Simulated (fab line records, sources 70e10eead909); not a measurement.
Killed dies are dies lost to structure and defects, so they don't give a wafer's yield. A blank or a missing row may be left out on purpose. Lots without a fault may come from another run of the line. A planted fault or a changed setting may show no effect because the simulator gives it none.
One fault seen from 2 desks | flow nand_harc | each desk has only its own numbers; what lay behind them comes last

THE TOOL OWNER'S DESK: rie_diel-11
The tool's own readings at NHARC_P_CONTACT_ETCH_18 (etches the open film in C4F8/O2/Ar, target depth 481 nm, time 240.5 s): means of the sampled wafers that have a number, for each lot that ran on this tool. A lot is out of limits, marked OUT, if its mean lies more than 4 standard deviations from the usual mean; the brackets give that distance.
Columns: A = oes_product_au at NHARC_P_CONTACT_ETCH_18, usual 0.962 a.u.; B = rf_vpp_V at NHARC_P_CONTACT_ETCH_18, usual 976 V; C = run_length_s at NHARC_P_CONTACT_ETCH_18, usual 261.7 s
lot  | first seen here | A     | B   | C
L898 | day 6 09:08     | 0.993 | 971 | 262.0
L900 | day 6 23:54     | 0.970 | 979 | 261.5
L901 | day 7 13:07     | 0.978 | 977 | 262.0
L902 | day 8 09:06     | 0.979 | 977 | 262.2
L908 | day 10 17:28    | 0.958 | 976 | 262.2
L911 | day 12 04:24    | 0.971 | 975 | 261.6
L917 | day 14 02:37    | 0.931 | 978 | 230.9 (-62) OUT
L918 | day 14 13:49    | 0.968 | 972 | 231.2 (-61) OUT
L919 | day 15 08:50    | 0.968 | 972 | 231.2 (-61) OUT
This desk's finding: out of limits on L917, L918, L919; first on L917, day 14 02:37 (run_length_s at NHARC_P_CONTACT_ETCH_18). In limits: L898, L900, L901, L902, L908, L911.

THE METROLOGY DESK
What the gauges read, lot by lot, whatever tool the lot ran on: means of the sampled wafers that have a number. A lot is out of limits, marked OUT, if its mean lies more than 4 standard deviations from the usual mean; the brackets give that distance.
Columns: A = overlay_x_nm at NHARC_P_CONTACT_OVL_MEAS_13, usual 0.0 nm; B = overlay_y_nm at NHARC_P_CONTACT_OVL_MEAS_13, usual 0.0 nm
lot  | first seen here | A    | B
L898 | day 6 08:34     | -0.2 | 0.9
L900 | day 6 23:19     | 1.3  | -0.4
L901 | day 7 12:31     | 0.3  | -1.4
L903 | day 8 07:44     | -1.5 | -1.3
L902 | day 8 08:31     | 0.0  | 0.4
L904 | day 8 22:47     | 0.6  | 1.3
L905 | day 9 21:25     | -0.9 | 1.2
L908 | day 10 16:53    | 0.0  | -0.5
L909 | day 10 19:41    | -0.4 | 0.2
L911 | day 12 03:49    | -0.7 | -0.1
L917 | day 14 02:01    | 0.5  | 0.5
L918 | day 14 13:05    | 1.3  | 1.1
L919 | day 15 08:13    | -0.3 | 0.6
L920 | day 15 14:02    | -1.0 | -1.3
This desk's finding: nothing out of limits on any of the 14 lots.

PUT TOGETHER
The tool owner's desk could have raised an alarm at day 14 02:37, on L917, L918, L919.
The metrology desk saw nothing out of limits.
The metrology desk has L917, L918, L919 on record, within its limits.
Of the lots named, all ran NHARC_P_CONTACT_ETCH_18 on rie_diel-11.

WHAT THE SIMULATOR HAD PUT IN
Process parameter drift: rie_diel-11, from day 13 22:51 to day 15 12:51, at NHARC_P_CONTACT_ETCH_18. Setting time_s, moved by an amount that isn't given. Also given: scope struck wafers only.
Lots struck among those shown: L917, L918, L919.
Hours from the fault's start to each desk's first reading out of limits: the tool owner's desk, 4.
